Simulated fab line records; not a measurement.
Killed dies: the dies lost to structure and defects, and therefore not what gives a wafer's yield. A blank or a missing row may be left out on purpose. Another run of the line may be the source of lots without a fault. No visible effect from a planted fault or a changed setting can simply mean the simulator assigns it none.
Which tool did it? | flow n5Finfet | 9 lots with 26 wafers sampled at 4 steps, on a route of 1938 steps

WHAT THE GAUGES SHOWED, per wafer
N5_BEOL_M4_RC_MEAS_101.
lot  | measured     | on        | DIBL_N (mV/V)
L703 | day 8 02:34  | prober-01 | 37.8 37.7 35.5
L705 | day 8 13:50  | prober-02 | 36.3 39.2 34.9
L706 | day 8 20:51  | prober-02 | 37.0 36.8 38.2
L710 | day 9 10:03  | prober-02 | 35.2 37.0 37.0
L712 | day 10 03:26 | prober-02 | 38.1 35.9 36.9
L719 | day 14 13:00 | prober-02 | 32.9 33.7 33.4
L721 | day 14 18:15 | prober-02 | 37.5 37.8 39.2
L722 | day 13 15:39 | prober-02 | 37.7 37.1 35.4
L724 | day 14 15:30 | prober-01 | 36.0 37.3

EACH LOT AND THE TOOL THAT RAN IT (in order: tool; ch and the chambers of the sampled wafers; start)
lot  | N5_HKMG_FIN_HK_ANNEAL_02       | N5_HKMG_FIN_ETCH_54              | N5_HKMG_FIN_STRIP_57
L703 | rtpAnneal-02 ch 0, day 3 23:34 | rieDiel-05 ch 0,2, day 4 00:19   | rieDiel-05 ch 2,3, day 4 00:34
L705 | rtpAnneal-01 ch 0, day 4 12:51 | rieDiel-01 ch 0,1,2, day 4 13:43 | rieDiel-01 ch 0,1,2, day 4 13:58
L706 | rtpAnneal-01 ch 0, day 4 18:05 | rieDiel-01 ch 0,1,3, day 4 18:56 | rieDiel-01 ch 0,1,3, day 4 19:11
L710 | rtpAnneal-02 ch 0, day 5 17:56 | rieDiel-06 ch 0,1, day 5 18:44   | rieDiel-06 ch 0,1, day 5 18:59
L712 | rtpAnneal-01 ch 0, day 6 03:17 | rieDiel-01 ch 0,1,3, day 6 03:59 | rieDiel-01 ch 0,1,3, day 6 04:14
L719 | rtpAnneal-02 ch 0, day 7 20:34 | rieDiel-06 ch 0,3, day 7 21:31   | rieDiel-06 ch 0,3, day 7 21:46
L721 | rtpAnneal-01 ch 0, day 8 10:35 | rieDiel-05 ch 1,2,3, day 8 11:28 | rieDiel-05 ch 1,2,3, day 8 11:43
L722 | rtpAnneal-02 ch 0, day 8 14:20 | rieDiel-05 ch 1,2, day 8 15:11   | rieDiel-05 ch 1,2, day 8 15:25
L724 | rtpAnneal-02 ch 0, day 9 09:25 | rieDiel-01 ch 1,2, day 9 10:17   | rieDiel-01 ch 1,2, day 9 10:32
- N5_HKMG_FIN_HK_ANNEAL_02: time 30 s.
- N5_HKMG_FIN_ETCH_54: etches SiARC in CF4, target depth 45.5 nm, time 75.8 s.
- N5_HKMG_FIN_STRIP_57: strips in CF4.

THE ANSWER, worked out from the rows above alone
Rule: usual is defined by the lots themselves. The widest of any qualifying gaps counts: lots, ordered by their means at a reading, are off when they make up no more than a third of the lots, leave a main group of 4 or more, and stand apart from it by 3 or more times the standard deviation of that group's means. A main group is skipped when, at the precision printed for the reading in the tables above, its means are all equal. A lot without any number at a reading at which 4 lots or more have one is off too. All remaining lots with rows at the step are treated as sound.
Off: at N5_BEOL_M4_RC_MEAS_101 (DIBL_N), L719. The main group: mean 37.0 mV/V, standard deviation 0.51.
A tool fits if, at a process step before that reading, it ran every lot that is off, and no sound lot after the first of them. The gauges at N5_BEOL_M4_RC_MEAS_101 are tried like those tools. One fits: N5_HKMG_FIN_ETCH_54 and N5_HKMG_FIN_STRIP_57 on rieDiel-06. At N5_HKMG_FIN_ETCH_54 its last sound lot is L710 (day 5 18:44), its first lot that is off L719 (day 7 21:31): a fault that began between those two fits.

WHAT THE SIMULATOR PUT IN
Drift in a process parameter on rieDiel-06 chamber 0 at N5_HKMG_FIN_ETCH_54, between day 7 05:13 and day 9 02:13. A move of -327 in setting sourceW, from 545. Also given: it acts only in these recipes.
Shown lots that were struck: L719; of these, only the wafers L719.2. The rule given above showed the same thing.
